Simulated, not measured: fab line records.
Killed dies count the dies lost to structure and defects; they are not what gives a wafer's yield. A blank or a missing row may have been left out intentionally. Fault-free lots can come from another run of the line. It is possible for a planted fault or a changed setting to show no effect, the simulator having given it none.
Matching of chambers	flow nand-harc	4 sister chambers for NHARC_A_SGD_CUT_ETCH_58 on rie-diel-06
The step etches the open film in CF4, target depth 39 nm, time 65 s. 4 wafers are shown with their chamber, then 12 later ones without.

WAFERS, EACH WITH ITS CHAMBER
wafer	chamber	drypump-motor-current-A (A)
L092.4	1	5.85
L089.2	3	5.37
L089.4	0	5.18
L089.5	2	5.32

WAFERS WITH NO CHAMBER GIVEN
wafer	drypump-motor-current-A (A)
L094.1	5.37
L094.4	5.38
L094.6	5.85
L095.1	5.84
L095.4	5.33
L095.6	5.85
L096.1	5.39
L096.2	5.36
L096.3	5.18
L096.4	5.84
L096.5	5.35
L096.6	5.38

THE CHAMBER EACH PASSED THROUGH
wafer	from the rows above	in truth
L094.1	3	3
L094.4	3	3
L094.6	1	1
L095.1	1	1
L095.4	2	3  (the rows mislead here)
L095.6	1	1
L096.1	3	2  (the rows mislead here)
L096.2	3	3
L096.3	0	0
L096.4	1	1
L096.5	can't be placed: 3 or 2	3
L096.6	3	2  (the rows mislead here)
Correct placement for 8 of the 12. Cannot be placed on the basis of these rows: 1; the candidates contain the true chamber in 1. Wrongly placed: 3.
How it was worked out, from the rows above alone: a wafer's distance from a chamber is the root of the sum, over the readings, of the square of ((its reading less the chamber's mean) divided by the reading's scatter). The wafer belongs to the nearest chamber; if the next one is less than 2 further off, it can't be placed. A chamber's mean is the mean of its shown wafers. The scatter: root of mean squared gap, hidden wafer to nearest shown wafer, with one shown wafer a chamber.
